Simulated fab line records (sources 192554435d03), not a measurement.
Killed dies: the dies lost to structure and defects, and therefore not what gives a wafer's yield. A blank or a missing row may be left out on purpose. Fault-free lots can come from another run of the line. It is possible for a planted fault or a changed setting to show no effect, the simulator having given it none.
fab line records ; flow n5-finfet
[record] lots = 7; wafers = 21
route steps=1938 shown HKMG_FIN@413 MOL_CONTACT_COAG@519 BEOL_M0_SAQP@673 BEOL_M0@748 BEOL_M1@753 BEOL_M2@851 BEOL_M3@980 BEOL_M4@1059 BEOL_M5@1154
start-h: the number of hours between the record's first day and the start of the first shown wafer of the lot ; wait-h: time in hours since the lot's previous step ; " as in the row above ; L1.1+2: one row covering several wafers at once ; - no value, or no start was given ; * or withheld: withheld ; < > ~ a bound
route shown NAME@n: NAME is a module with steps in the file, n the number in the route of the first one ; usual: the fault-free wafers' mean and standard deviation ; same: alike in all rows ; chamber/n: place in a boat ; sites: per-site readings ; _std_site: their standard deviation ; _edge_site: mean of outer sites minus mean of inner sites ; radius-mm: for every site, how far away it sits from the centre of the wafer ; mask NAME#n: copy n ; behind: the tool/chamber that last shaped the wafer ; hold: why the lot was held/for how many hours/how that ended ; device: the transistor (n, p or np) that didn't switch ; end of line: the same wafers' tests at the end of the route ; where a step has no rows: the recipe by itself ; killed: count of dies lost to structure and defects at first sort (not the wafer's yield) ; map: per-die view of a wafer (x killed, . not killed, _ where there is no die)
set.NAME: the setting as run; set.NAME@STEP: as run at that earlier step ; model.NAME: the simulator's own value behind a step, which no gauge read
lots where settings were altered on purpose, with a table for each step and a row for each wafer
[[steps]]
[step N5_HKMG_FIN_CVD_62]
[recipe] material = a-Si; target-thk-a = 30; temp-c = 500; precursor = Si2H6; pressure-torr = 1; time-s = 20.8
lot.wafer;tool;chamber;start-h;wait-h;set.temp-c;model.a-Si_of_HKMG_FIN_CVD_62.thk-nm
L076.1;thermal-cvd-si-01;1;87.13;0.2;500;3
L076.2+5;thermal-cvd-si-01;2,1;87.13;0.2;487.7;2.2
L077.2+3;thermal-cvd-si-02;2,0;94.02;0.2;500;3
L077.4;thermal-cvd-si-02;1;94.02;0.2;500;3.2
L085.2;thermal-cvd-si-02;1;141.81;0.2;484.4;2
L085.3+5;thermal-cvd-si-02;0,1;141.81;0.2;500;3.2
L089.1+4;thermal-cvd-si-02;2,1;165.58;0.2;482.6;1.8
L089.5;thermal-cvd-si-02;2;165.58;0.2;500;3
L094.2;thermal-cvd-si-01;0;194.74;0.2;500;3
L094.4;thermal-cvd-si-01;2;194.74;0.2;492;2.4
L094.6;thermal-cvd-si-01;1;194.74;0.2;492;2
L096.2;thermal-cvd-si-01;1;206.90;0.2;500;2.8
L096.5+6;thermal-cvd-si-01;2,0;206.90;0.2;500;3
L097.2+5;thermal-cvd-si-02;2;213.90;0.2;516.4;4.8
L097.4;thermal-cvd-si-02;2;213.90;0.2;500;3
[step N5_HKMG_FIN_ETCH_35]
[recipe] chemistry = N2/H2; target = SOC; target-depth-a = 2158; ion-energy-ev = 65; bias-w = 5; source-w = 3000; time-s = 243.4; pressure-mtorr = 30; n2-flow-sccm = 200; h2-flow-sccm = 200
lot.wafer;tool;chamber;start-h;wait-h;set.time-s;model.SOC_of_HKMG_FIN_COAT_29.thk-nm;model.etch.depth-nm;model.HKMG_FIN.feature-depth-nm
L076.1;rie-diel-03;3;89.27;0.0;243.4;90;210.1;210.2
L076.2;rie-diel-03;1;89.27;0.0;243.4;75.4;225.2;225.2
L076.5;rie-diel-03;0;89.27;0.0;243.4;88.2;212.8;212.8
L077.2;rie-diel-03;1;95.84;0.0;215.3;99.6;199.9;200
L077.3;rie-diel-03;3;95.84;0.0;243.4;90.2;210.1;210
L077.4;rie-diel-03;2;95.84;0.0;215.3;102.6;197.8;197.8
L085.2;rie-diel-03;0;143.88;0.0;243.4;86;213.2;213.2
L085.3;rie-diel-03;3;143.88;0.0;243.4;87.4;213;213
L085.5;rie-diel-03;2;143.88;0.0;243.4;75.4;224.5;224.4
L089.1;rie-diel-01;0;167.56;0.0;204.5;116.4;183.7;183.6
L089.4;rie-diel-01;0;167.56;0.0;243.4;82.2;218.4;218.4
L089.5;rie-diel-01;3;167.56;0.0;204.5;116;185.2;185.2
L094.2;rie-diel-04;1;196.90;0.0;294.6;29.4;270.6;270.6
L094.4;rie-diel-04;2;196.90;0.0;243.4;91.4;208.8;208.8
L094.6;rie-diel-04;3;196.90;0.0;294.6;34.2;265.8;265.8
L096.2;rie-diel-01;1;208.86;0.0;243.4;81.4;217.6;217.6
L096.5;rie-diel-01;0;208.86;0.0;243.4;79.6;219.6;219.6
L096.6;rie-diel-01;3;208.86;0.0;243.4;78.4;221;221
L097.2;rie-diel-01;3;215.89;0.0;217.4;97.6;199.9;200
L097.4;rie-diel-01;0;215.89;0.0;243.4;78.2;220.5;220.6
L097.5;rie-diel-01;3;215.89;0.0;243.4;72.8;225.1;225.2
[step N5_MOL_CONTACT_COAG_COAT_58]
[recipe] resist = underlayer; temp-c = 205; time-s = 60; spin-rpm = 1500; resist-thk-nm = 10
lot.wafer;tool;chamber;start-h;wait-h;set.spin-rpm;model.underlayer_of_MOL_CONTACT_COAG_COAT_58.thk-nm
L076.1;litho-track-03;0;-;-;1500;10
L076.2+5;litho-track-03;0;-;-;1629;9.6
L077.2+3+4;litho-track-04;0;-;-;1500;10
L085.2+3+5;litho-track-04;0;-;-;1372;10.4
L089.1+5;litho-track-04;0;-;-;1500;10
L089.4;litho-track-04;0;-;-;1396;10.4
L094.2+4+6;litho-track-02;0;-;-;1500;10
L096.2+5+6;litho-track-02;0;-;-;1500;10
L097.2;litho-track-02;0;-;-;1500;10
L097.4+5;litho-track-02;0;-;-;1388;10.4
[step N5_MOL_CONTACT_COAG_COAT_02]
[recipe] resist = CAR-EUV; spin-rpm = 1500; resist-thk-nm = 30
[step N5_MOL_CONTACT_COAG_EBR_04]
[recipe] solvent = PGMEA; ebr-width-mm = 1.5
[step N5_MOL_CONTACT_COAG_DESCUM_13]
[recipe] chemistry = O2; time-s = 7; source-power-w = 50; bias-power-w = 20; pressure-mtorr = 20; rf-frequency-hz = 2.712e+07; temp-c = 40; resist = CAR-EUV; o2-flow-sccm = 225
[step N5_MOL_CONTACT_COAG_ETCH_59]
[recipe] chemistry = N2/H2; target = underlayer; target-depth-a = 130; mask-material = CAR-EUV; time-s = 10.4; ion-energy-ev = 200; pressure-mtorr = 30; source-w = 840; bias-w = 150; n2-flow-sccm = 200; h2-flow-sccm = 200; ends = cleared
lot.wafer;tool;chamber;start-h;wait-h;set.spin-rpm@MOL_CONTACT_COAG_COAT_58;model.CAR-EUV_of_MOL_CONTACT_COAG_COAT_02.thk-nm;model.etch.depth-nm
L076.1;rie-diel-04;1;101.55;0.0;1500;14.6;9.999
L076.2;rie-diel-04;0;101.55;0.0;1629;15;9.585
L076.5;rie-diel-04;3;101.55;0.0;1629;15;9.593
L077.2;rie-diel-04;3;107.81;0.0;1500;14.6;9.995
L077.3+4;rie-diel-04;1,0;107.81;0.0;1500;14.6;10.02
L085.2;rie-diel-01;0;157.22;0.0;1372;14.2;10.43
L085.3+5;rie-diel-01;3,2;157.22;0.0;1372;14;10.41
L089.1;rie-diel-04;2;179.47;0.0;1500;14.8;9.951
L089.4;rie-diel-04;2;179.47;0.0;1396;14.4;10.31
L089.5;rie-diel-04;3;179.47;0.0;1500;14.6;9.961
L094.2+6;rie-diel-01;3,1;209.09;0.0;1500;14.4;10.02
L094.4;rie-diel-01;3;209.09;0.0;1500;14.4;10.04
L096.2;rie-diel-01;3;221.71;0.0;1500;14.4;10.07
L096.5;rie-diel-01;3;221.71;0.0;1500;14.6;10.06
L096.6;rie-diel-01;0;221.71;0.0;1500;14.6;10.05
L097.2;rie-diel-03;3;229.34;0.0;1500;14.6;10.03
L097.4;rie-diel-03;2;229.34;0.0;1388;14;10.43
L097.5;rie-diel-03;2;229.34;0.0;1388;14;10.46
[step N5_MOL_CONTACT_COAG_ETCH_105]
[recipe] chemistry = CF4; target = SiARC; target-depth-a = 156; mask-material = CAR-EUV; time-s = 26; ion-energy-ev = 80; pressure-mtorr = 40; source-w = 545; bias-w = 36; Ar_flow_sccm = 100; cf4-flow-sccm = 100; ends = cleared
[usual] rf-vpp-V = 184.0/1.3
lot.wafer;tool;chamber;start-h;wait-h;set.bias-w;rf-vpp-V
L076.1;rie-diel-04;1;101.57;0.0;31.46;168.2
L076.2;rie-diel-04;0;101.57;0.0;31.46;168.5
L076.5;rie-diel-04;3;101.57;0.0;36;182.4
L077.2;rie-diel-04;3;107.83;0.0;33.53;174.3
L077.3;rie-diel-04;1;107.83;0.0;36;186.3
L077.4;rie-diel-04;0;107.83;0.0;36;183.3
L085.2;rie-diel-01;0;157.24;0.0;31.05;166.6
L085.3;rie-diel-01;3;157.24;0.0;36;184.5
L085.5;rie-diel-01;2;157.24;0.0;31.05;165.8
L089.1;rie-diel-04;2;179.49;0.0;36;183.4
L089.4;rie-diel-04;2;179.49;0.0;33.41;174.9
L089.5;rie-diel-04;3;179.49;0.0;36;185.2
L094.2;rie-diel-01;3;209.11;0.0;38;189.8
L094.4;rie-diel-01;3;209.11;0.0;36;183.9
L094.6;rie-diel-01;1;209.11;0.0;36;184.7
L096.2;rie-diel-01;3;221.73;0.0;36;185.4
L096.5;rie-diel-01;3;221.73;0.0;36;185.0
L096.6;rie-diel-01;0;221.73;0.0;36;183.8
L097.2;rie-diel-03;3;229.36;0.0;38.46;194.7
L097.4;rie-diel-03;2;229.36;0.0;36;182.8
L097.5;rie-diel-03;2;229.36;0.0;36;183.3
[step N5_MOL_CONTACT_COAG_ALD_27]
[recipe] material = SiOC; target-thk-a = 170; temp-c = 400; ald-precursor-family = carbosiloxane; ald-co-reactant = H2-plasma; pulse-time-s = 1.5; time-s = 2720; purge-time-s = 2; co-reactant-purge-time-s = 2; ald-cycles = 340; pressure-torr = 2
lot.wafer;tool;chamber;start-h;wait-h;set.ald-cycles;model.SiOC_of_MOL_CONTACT_COAG_ALD_27.thk-nm
L076.1+5;ald-sin-04;1,3;108.70;1.2;291;14.6
L076.2;ald-sin-04;2;108.70;1.2;340;17
L077.2+4;ald-sin-02;1,3;113.59;0.0;340;17
L077.3;ald-sin-02;2;113.59;0.0;301;15
L085.2+3+5;ald-sin-01;0,3,1;164.81;0.0;340;17
L089.1;ald-sin-02;0;185.78;0.0;310;15.4
L089.4;ald-sin-02;1;185.78;0.0;310;15.6
L089.5;ald-sin-02;1;185.78;0.0;340;17
L094.2+4;ald-sin-02;2,0;213.56;0.0;324;16.2
L094.6;ald-sin-02;2;213.56;0.0;340;17
L096.2;ald-sin-01;3;234.19;0.0;340;16.8
L096.5+6;ald-sin-01;2,1;234.19;0.0;340;17
L097.2;ald-sin-04;1;235.22;0.0;340;17
L097.4+5;ald-sin-04;2,3;235.22;0.0;340;16.8
[step N5_BEOL_M0_SAQP_ETCH_107]
[recipe] chemistry = CH3F/O2; target = SiNx; target-depth-a = 300; mask-material = SOC; pressure-mtorr = 30; source-w = 395; bias-w = 73; Ar_flow_sccm = 150; CH3F_flow_sccm = 30; O2_flow_sccm = 20; ion-energy-ev = 120
[usual] rf-vpp-V = 298/5.4
lot.wafer;tool;chamber;start-h;wait-h;set.bias-w;rf-vpp-V
L076.1;rie-diel-05;1;124.07;0.0;73;300
L076.2;rie-diel-05;2;124.07;0.0;73;307
L076.5;rie-diel-05;0;124.07;0.0;78.97;308
L077.2;rie-diel-05;3;127.21;0.0;73;298
L077.3;rie-diel-05;1;127.21;0.0;73;300
L077.4;rie-diel-05;2;127.21;0.0;73;306
L085.2;rie-diel-05;0;178.83;0.0;73;290
L085.3;rie-diel-05;3;178.83;0.0;73;297
L085.5;rie-diel-05;2;178.83;0.0;73;309
L089.1;rie-diel-06;1;201.71;0.0;73;301
L089.4;rie-diel-06;0;201.71;0.0;73;306
L089.5;rie-diel-06;3;201.71;0.0;83.25;328
L094.2;rie-diel-06;1;229.85;0.0;84.06;336
L094.4;rie-diel-06;3;229.85;0.0;73;298
L094.6;rie-diel-06;1;229.85;0.0;73;303
L096.2;rie-diel-02;0;246.85;0.0;73;302
L096.5;rie-diel-02;3;246.85;0.0;73;294
L096.6;rie-diel-02;0;246.85;0.0;73;300
L097.2;rie-diel-06;2;252.97;0.0;73;296
L097.4;rie-diel-06;1;252.97;0.0;73;300
L097.5;rie-diel-06;1;252.97;0.0;73;302
[step N5_BEOL_M0_DEP_125]
[recipe] material = SiCN; target-thk-a = 80; temp-c = withheld; precursor = 3MS/NH3; pressure-torr = 3; rf-w = 202; time-s = 14
lot.wafer;tool;chamber;start-h;wait-h;set.time-s;model.SiCN_of_BEOL_M0_DEP_125.thk-nm
L076.1;pecvd-02;2;136.27;0.0;14.93;8.2
L076.2;pecvd-02;1;136.27;0.0;14;7.6
L076.5;pecvd-02;0;136.27;0.0;14.93;8.4
L077.2;pecvd-04;1;136.49;0.0;14;7.6
L077.3;pecvd-04;0;136.49;0.0;14;7.8
L077.4;pecvd-04;2;136.49;0.0;14;8
L085.2;pecvd-04;0;189.03;0.0;14;7.8
L085.3+5;pecvd-04;1;189.03;0.0;14;8
L089.1;pecvd-01;0;231.86;0.0;14;8
L089.4+5;pecvd-01;0,2;231.86;0.0;16.09;9.4
L094.2;pecvd-01;2;240.74;0.0;15.31;8.6
L094.4;pecvd-01;1;240.74;0.0;15.31;8.8
L094.6;pecvd-01;2;240.74;0.0;14;8
L096.2+5;pecvd-04;1,2;254.79;0.0;14;8
L096.6;pecvd-04;0;254.79;0.0;14;8.2
L097.2;pecvd-02;2;262.58;0.0;14;7.8
L097.4;pecvd-02;2;262.58;0.0;14;8
L097.5;pecvd-02;0;262.58;0.0;15.1;8.6
[step N5_BEOL_M1_PECVD_72]
[recipe] material = SiO2; target-thk-a = 160; temp-c = 400; precursor = TEOS/O2; pressure-torr = 5.5; rf-w = 450; teos-flow-sccm = 53.8; gas = O2; flow-sccm = 3000; time-s = 18
lot.wafer;tool;chamber;start-h;wait-h;set.time-s;model.SiO2_of_BEOL_M1_PECVD_72.thk-nm
L076.1;pecvd-02;2;136.51;0.0;18;15.8
L076.2;pecvd-02;0;136.51;0.0;16.86;15
L076.5;pecvd-02;0;136.51;0.0;16.86;15.4
L077.2+4;pecvd-04;2;136.72;0.0;18;15.6
L077.3;pecvd-04;0;136.72;0.0;18;15.8
L085.2;pecvd-02;2;189.26;0.0;15.31;13.6
L085.3;pecvd-02;0;189.26;0.0;18;16.2
L085.5;pecvd-02;2;189.26;0.0;15.31;14.2
L089.1;pecvd-03;1;232.10;0.0;18;15.8
L089.4;pecvd-03;0;232.10;0.0;15.36;14
L089.5;pecvd-03;2;232.10;0.0;15.36;13.8
L094.2;pecvd-04;1;240.97;0.0;18;15.6
L094.4;pecvd-04;0;240.97;0.0;18;15.8
L094.6;pecvd-04;2;240.97;0.0;20.25;17.4
L096.2+6;pecvd-02;0,1;255.03;0.0;18;16
L096.5;pecvd-02;2;255.03;0.0;18;15.8
L097.2;pecvd-04;1;262.82;0.0;18;15.8
L097.4+5;pecvd-04;1,2;262.82;0.0;18;16
[step N5_BEOL_M1_SPUTTER_79]
[recipe] material = Cu; target-thk-a = 45; temp-c = -20; chamber-pressure-pa = 0.07; power-w = withheld; time-s = 8.29
lot.wafer;tool;chamber;start-h;wait-h;set.time-s;model.Cu_of_BEOL_M1_SPUTTER_79.thk-nm
L076.1+5;pvd-sputter-03;-;150.52;0.1;8.29;4.6
L076.2;pvd-sputter-03;-;150.52;0.1;7.377;-
L077.2+4;pvd-sputter-02;-;150.60;0.1;8.29;4.6
L077.3;pvd-sputter-02;-;150.60;0.1;8.29;4.8
L085.2;pvd-sputter-01;-;198.78;0.1;8.995;-
L085.3;pvd-sputter-01;-;198.78;0.1;8.29;4.4
L085.5;pvd-sputter-01;-;198.78;0.1;8.995;4.6
L089.1;pvd-sputter-03;-;241.58;0.1;8.29;4.4
L089.4;pvd-sputter-03;-;241.58;0.1;7.376;-
L089.5;pvd-sputter-03;-;241.58;0.1;7.376;3.8
L094.2;pvd-sputter-03;-;264.51;0.1;9.307;-
L094.4;pvd-sputter-03;-;264.51;0.1;8.29;4.4
L094.6;pvd-sputter-03;-;264.51;0.1;9.307;5
L096.2+5+6;pvd-sputter-01;-;269.20;0.1;8.29;4.6
L097.2+4;pvd-sputter-02;-;276.63;0.1;9.038;-
L097.5;pvd-sputter-02;-;276.63;0.1;8.29;4.4
[step N5_BEOL_M2_EXPOSE_08]
[recipe] mask-id = M2; na = 0.33; source-shape = dipole; sigma-inner = 0.369; sigma-outer = 0.767; polarization = unpolarized; dose-mj = 41.25
lot.wafer;tool;chamber;start-h;wait-h;mask;set.dose-mj
L076.1+2+5;euv-scanner-02;0;154.31;-;M2#0;41.25
L077.2+3+4;euv-scanner-01;0;155.34;-;M2#0;41.25
L085.2;euv-scanner-02;0;204.17;-;M2#0;39.55
L085.3+5;euv-scanner-02;0;204.17;-;M2#0;41.25
L089.1+4+5;euv-scanner-01;0;246.50;-;M2#0;41.25
L094.2+6;euv-scanner-01;0;268.31;-;M2#0;42.62
L094.4;euv-scanner-01;0;268.31;-;M2#0;41.25
L096.2+5+6;euv-scanner-02;0;275.22;-;M2#0;41.25
L097.2+4+5;euv-scanner-01;0;281.76;-;M2#0;41.25
[step N5_BEOL_M2_PEB_09]
[recipe] peb-temp-c = 100; peb-time-s = 60; resist = CAR-EUV
[step N5_BEOL_M2_DEVELOP_10]
[recipe] develop-time-s = 30; developer = TMAH; resist = CAR-EUV; rinse-liquid = surfactant-rinse; dry = air-spin; dev-temp-c = 23
[step N5_BEOL_M2_DESCUM_16]
[recipe] chemistry = O2; time-s = 7; source-power-w = 50; bias-power-w = 20; pressure-mtorr = 20; rf-frequency-hz = 2.712e+07; temp-c = 40; resist = CAR-EUV; o2-flow-sccm = 225
[step N5_BEOL_M2_ETCH_74]
[recipe] chemistry = N2/H2; target = underlayer; target-depth-a = 65; mask-material = CAR-EUV; time-s = 5.2; ion-energy-ev = 200; pressure-mtorr = 30; source-w = 840; bias-w = 150; n2-flow-sccm = 200; h2-flow-sccm = 200; ends = cleared
lot.wafer;tool;chamber;start-h;wait-h;set.dose-mj@BEOL_M2_EXPOSE_08;model.BEOL_M2.cd-offset-nm
L076.1+5;rie-diel-01;3;154.71;0.0;41.25;0
L076.2;rie-diel-01;2;154.71;0.0;41.25;-0.4
L077.2+4;rie-diel-03;1;155.62;0.0;41.25;0
L077.3;rie-diel-03;3;155.62;0.0;41.25;0.2
L085.2;rie-diel-01;0;204.64;0.0;39.55;-0.8
L085.3;rie-diel-01;3;204.64;0.0;41.25;0.2
L085.5;rie-diel-01;3;204.64;0.0;41.25;0.4
L089.1;rie-diel-03;1;247.07;0.0;41.25;0.4
L089.4;rie-diel-03;2;247.07;0.0;41.25;0
L089.5;rie-diel-03;1;247.07;0.0;41.25;0.2
L094.2;rie-diel-04;1;268.59;0.0;42.62;1
L094.4;rie-diel-04;0;268.59;0.0;41.25;0.2
L094.6;rie-diel-04;0;268.59;0.0;42.62;0.8
L096.2+5+6;rie-diel-01;2,3,0;275.50;0.0;41.25;0.2
L097.2;rie-diel-03;3;282.04;0.0;41.25;0
L097.4+5;rie-diel-03;2;282.04;0.0;41.25;-0.4
[step N5_BEOL_M3_TRENCH_ETCH_37]
[recipe] chemistry = C4F6/O2; target-depth-a = 555.55; target = SiOC; time-s = 29.2; ion-energy-ev = 250; pressure-mtorr = 30; source-w = 355; bias-w = 185; Ar_flow_sccm = 300; C4F6_flow_sccm = 10; O2_flow_sccm = 10
[usual] rf-vpp-V = 665/12
lot.wafer;tool;chamber;start-h;wait-h;set.bias-w;rf-vpp-V
L076.1;rie-diel-02;2;-;-;162.8;601
L076.2;rie-diel-02;0;-;-;185;674
L076.5;rie-diel-02;2;-;-;162.8;601
L077.2;rie-diel-05;3;-;-;185;668
L077.3;rie-diel-05;2;-;-;185;688
L077.4;rie-diel-05;1;-;-;185;665
L085.2;rie-diel-06;3;-;-;185;662
L085.3;rie-diel-06;1;-;-;185;675
L085.5;rie-diel-06;0;-;-;185;687
L089.1;rie-diel-05;1;-;-;185;666
L089.4;rie-diel-05;2;-;-;185;687
L089.5;rie-diel-05;3;-;-;185;667
L094.2;rie-diel-02;1;-;-;185;649
L094.4;rie-diel-02;2;-;-;185;663
L094.6;rie-diel-02;0;-;-;185;671
L096.2;rie-diel-05;1;-;-;185;665
L096.5;rie-diel-05;3;-;-;185;667
L096.6;rie-diel-05;2;-;-;185;687
L097.2;rie-diel-06;2;-;-;185;664
L097.4;rie-diel-06;0;-;-;167.2;631
L097.5;rie-diel-06;2;-;-;167.2;612
[step N5_BEOL_M4_DESCUM_33]
[recipe] chemistry = O2; time-s = 7; source-power-w = 50; bias-power-w = 20; pressure-mtorr = 20; rf-frequency-hz = 2.712e+07; temp-c = 40; resist = CAR-EUV; o2-flow-sccm = 225
lot.wafer;tool;chamber;start-h;wait-h;set.time-s;model.CAR-EUV_of_BEOL_M4_COAT_22.thk-nm
L076.1+2+5;rie-diel-04;2,1,1;182.01;0.0;7;26
L077.2;rie-diel-04;3;184.05;0.1;7;26
L077.3+4;rie-diel-04;2,1;184.05;0.1;6.392;26.4
L085.2;rie-diel-01;3;263.87;0.0;7;26
L085.3+5;rie-diel-01;2,3;263.87;0.0;7;26.2
L089.1;rie-diel-03;2;276.99;0.0;7.484;26
L089.4+5;rie-diel-03;3,2;276.99;0.0;7;26.2
L094.2+4+6;rie-diel-01;2,0,3;296.21;0.0;7;26
L096.2+5;rie-diel-04;1,2;322.97;0.2;7;26.2
L096.6;rie-diel-04;3;322.97;0.2;7;26
L097.2+5;rie-diel-03;3,1;333.88;0.0;7;25.8
L097.4;rie-diel-03;0;333.88;0.0;5.76;26.6
[step N5_BEOL_M4_ETCH_77]
[recipe] chemistry = N2/H2; target = underlayer; target-depth-a = 65; mask-material = CAR-EUV; time-s = 5.2; ion-energy-ev = 200; pressure-mtorr = 30; source-w = 840; bias-w = 150; n2-flow-sccm = 200; h2-flow-sccm = 200; ends = cleared
lot.wafer;tool;chamber;start-h;wait-h;set.time-s@BEOL_M4_DESCUM_33;model.CAR-EUV_of_BEOL_M4_COAT_22.thk-nm
L076.1+5;rie-diel-04;2,1;182.04;0.0;7;20.4
L076.2;rie-diel-04;1;182.04;0.0;7;20.2
L077.2;rie-diel-04;3;184.09;0.0;7;20.2
L077.3+4;rie-diel-04;2,1;184.09;0.0;6.392;20.6
L085.2+3+5;rie-diel-01;3,2,3;263.91;0.0;7;20.4
L089.1;rie-diel-03;2;277.02;0.0;7.484;20.2
L089.4+5;rie-diel-03;3,2;277.02;0.0;7;20.4
L094.2+4;rie-diel-01;2,0;296.24;0.0;7;20.2
L094.6;rie-diel-01;3;296.24;0.0;7;20.4
L096.2+5+6;rie-diel-04;1,2,3;323.00;0.0;7;20.4
L097.2+5;rie-diel-03;3,1;333.91;0.0;7;20.2
L097.4;rie-diel-03;0;333.91;0.0;5.76;20.8
[step N5_BEOL_M5_ETCH_68]
[recipe] chemistry = N2/H2; target = SOC; target-depth-a = 800; overetch-a = 160; mask-material = SiARC; temp-c = 40; time-s = 120; ion-energy-ev = 200; pressure-mtorr = 30; source-w = 840; bias-w = 150; n2-flow-sccm = 200; h2-flow-sccm = 200
lot.wafer;tool;chamber;start-h;wait-h;set.time-s;model.SiARC_of_BEOL_M5_COAT_66.thk-nm
L076.1;rie-diel-02;2;210.01;0.0;120;6.2
L076.2;rie-diel-02;1;210.01;0.0;120;6.8
L076.5;rie-diel-02;2;210.01;0.0;102.3;7
L077.2+3;rie-diel-02;2,3;220.70;0.0;120;6.2
L077.4;rie-diel-02;1;220.70;0.0;98.83;7.6
L085.2+3;rie-diel-05;2,1;278.25;0.0;120;6.2
L085.5;rie-diel-05;1;278.25;0.0;113;6.6
L089.1;rie-diel-02;0;301.99;0.0;120;6.6
L089.4;rie-diel-02;2;301.99;0.0;100.5;7.2
L089.5;rie-diel-02;2;301.99;0.0;120;6.2
L094.2;rie-diel-05;0;322.83;0.0;120;6.4
L094.4;rie-diel-05;2;322.83;0.0;126.8;5.8
L094.6;rie-diel-05;0;322.83;0.0;126.8;6.2
L096.2+5;rie-diel-05;2;340.77;0.0;120;6.2
L096.6;rie-diel-05;3;340.77;0.0;120;6.6
L097.2;rie-diel-05;0;356.88;0.0;104.1;7.2
L097.4;rie-diel-05;1;356.88;0.0;120;6
L097.5;rie-diel-05;2;356.88;0.0;120;6.2
[step N5_BEOL_M5_ETCH_41]
[recipe] chemistry = CH3F/O2; target = SiCN; target-depth-a = 315; taper-deg = 2; time-s = 56.7; ion-energy-ev = 120; mask-material = TiN; pressure-mtorr = 30; source-w = 395; bias-w = 75; Ar_flow_sccm = 150; CH3F_flow_sccm = 30; O2_flow_sccm = 20
[usual] rf-vpp-V = 297.4/1.4
lot.wafer;tool;chamber;start-h;wait-h;set.source-w;rf-vpp-V;model.etch.depth-nm
L076.1;rie-diel-02;2;-;-;395;296.3;21.59
L076.2;rie-diel-02;1;-;-;433.8;288.1;21.88
L076.5;rie-diel-02;2;-;-;433.8;288.6;22.43
L077.2;rie-diel-02;2;-;-;395;296.6;21.46
L077.3;rie-diel-02;3;-;-;464.8;281.8;23.52
L077.4;rie-diel-02;1;-;-;395;295.6;20.85
L085.2;rie-diel-05;2;-;-;395;297.1;21.94
L085.3;rie-diel-05;1;-;-;395;297.2;21.76
L085.5;rie-diel-05;1;-;-;395;297.4;21.73
L089.1;rie-diel-02;0;-;-;395;297.4;20.83
L089.4;rie-diel-02;2;-;-;395;295.5;21.54
L089.5;rie-diel-02;2;-;-;395;297.4;21.5
L094.2;rie-diel-05;0;-;-;395;297.1;21.54
L094.4;rie-diel-05;2;-;-;395;299.2;21.69
L094.6;rie-diel-05;0;-;-;395;297.3;21.64
L096.2;rie-diel-05;2;-;-;395;298.2;21.67
L096.5;rie-diel-05;2;-;-;395;298.3;21.58
L096.6;rie-diel-05;3;-;-;395;295.8;21.28
L097.2;rie-diel-05;0;-;-;395;295.6;21.52
L097.4;rie-diel-05;1;-;-;395;297.4;22.05
L097.5;rie-diel-05;2;-;-;395;297.5;21.74
[[key]]
[split] step = N5_HKMG_FIN_CVD_62; setting = temp-c; stated = 500; by = wafer
[response] step = N5_HKMG_FIN_CVD_62; reading = model.a-Si_of_HKMG_FIN_CVD_62.thk-nm; change = +0.414; per = 1%; r = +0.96
[split] step = N5_HKMG_FIN_ETCH_35; setting = time-s; stated = 243.4; by = wafer
[response] step = N5_HKMG_FIN_ETCH_35; reading = model.SOC_of_HKMG_FIN_COAT_29.thk-nm; change = -2.28; per = 1%; r = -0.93
[response] step = N5_HKMG_FIN_ETCH_35; reading = model.etch.depth-nm; change = +2.29; per = 1%; r = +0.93
[response] step = N5_HKMG_FIN_ETCH_35; reading = model.HKMG_FIN.feature-depth-nm; change = +2.29; per = 1%; r = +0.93
[split] step = N5_MOL_CONTACT_COAG_COAT_58; setting = spin-rpm; stated = 1500; by = wafer
[response] step = N5_MOL_CONTACT_COAG_COAT_58; reading = model.underlayer_of_MOL_CONTACT_COAG_COAT_58.thk-nm; change = -0.0517; per = 1%; r = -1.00
[response] step = N5_MOL_CONTACT_COAG_ETCH_59; reading = model.CAR-EUV_of_MOL_CONTACT_COAG_COAT_02.thk-nm; change = +0.0562; per = 1%; r = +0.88
[response] step = N5_MOL_CONTACT_COAG_ETCH_59; reading = model.etch.depth-nm; change = -0.0512; per = 1%; r = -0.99
[split] step = N5_MOL_CONTACT_COAG_ETCH_105; setting = bias-w; stated = 36; by = wafer
[response] step = N5_MOL_CONTACT_COAG_ETCH_105; reading = rf-vpp-V; change = +1.29; per = 1%; r = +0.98
[split] step = N5_MOL_CONTACT_COAG_ALD_27; setting = ald-cycles; stated = 340; by = wafer
[response] step = N5_MOL_CONTACT_COAG_ALD_27; reading = model.SiOC_of_MOL_CONTACT_COAG_ALD_27.thk-nm; change = +0.17; per = 1%; r = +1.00
[split] step = N5_BEOL_M0_SAQP_ETCH_107; setting = bias-w; stated = 73; by = wafer
[response] step = N5_BEOL_M0_SAQP_ETCH_107; reading = rf-vpp-V; change = +1.88; per = 1%; r = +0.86
[split] step = N5_BEOL_M0_DEP_125; setting = time-s; stated = 14; by = wafer
[response] step = N5_BEOL_M0_DEP_125; reading = model.SiCN_of_BEOL_M0_DEP_125.thk-nm; change = +0.0903; per = 1%; r = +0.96
[split] step = N5_BEOL_M1_PECVD_72; setting = time-s; stated = 18; by = wafer
[response] step = N5_BEOL_M1_PECVD_72; reading = model.SiO2_of_BEOL_M1_PECVD_72.thk-nm; change = +0.138; per = 1%; r = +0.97
[split] step = N5_BEOL_M1_SPUTTER_79; setting = time-s; stated = 8.29; by = wafer
[response] step = N5_BEOL_M1_SPUTTER_79; reading = model.Cu_of_BEOL_M1_SPUTTER_79.thk-nm; change = +0.0455; per = 1%; r = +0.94
[split] step = N5_BEOL_M2_EXPOSE_08; setting = dose-mj; stated = 41.25; by = wafer
[response] step = N5_BEOL_M2_ETCH_74; reading = model.BEOL_M2.cd-offset-nm; change = +0.245; per = 1%; r = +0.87
[split] step = N5_BEOL_M3_TRENCH_ETCH_37; setting = bias-w; stated = 185; by = wafer
[response] step = N5_BEOL_M3_TRENCH_ETCH_37; reading = rf-vpp-V; change = +5.42; per = 1%; r = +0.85
[split] step = N5_BEOL_M4_DESCUM_33; setting = time-s; stated = 7; by = wafer
[response] step = N5_BEOL_M4_DESCUM_33; reading = model.CAR-EUV_of_BEOL_M4_COAT_22.thk-nm; change = -0.0435; per = 1%; r = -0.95
[response] step = N5_BEOL_M4_ETCH_77; reading = model.CAR-EUV_of_BEOL_M4_COAT_22.thk-nm; change = -0.0354; per = 1%; r = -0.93
[split] step = N5_BEOL_M5_ETCH_68; setting = time-s; stated = 120; by = wafer
[response] step = N5_BEOL_M5_ETCH_68; reading = model.SiARC_of_BEOL_M5_COAT_66.thk-nm; change = -0.0621; per = 1%; r = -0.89
[split] step = N5_BEOL_M5_ETCH_41; setting = source-w; stated = 395; by = wafer
[response] step = N5_BEOL_M5_ETCH_41; reading = rf-vpp-V; change = -0.809; per = 1%; r = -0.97
[response] step = N5_BEOL_M5_ETCH_41; reading = model.etch.depth-nm; change = +0.116; per = 1%; r = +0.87
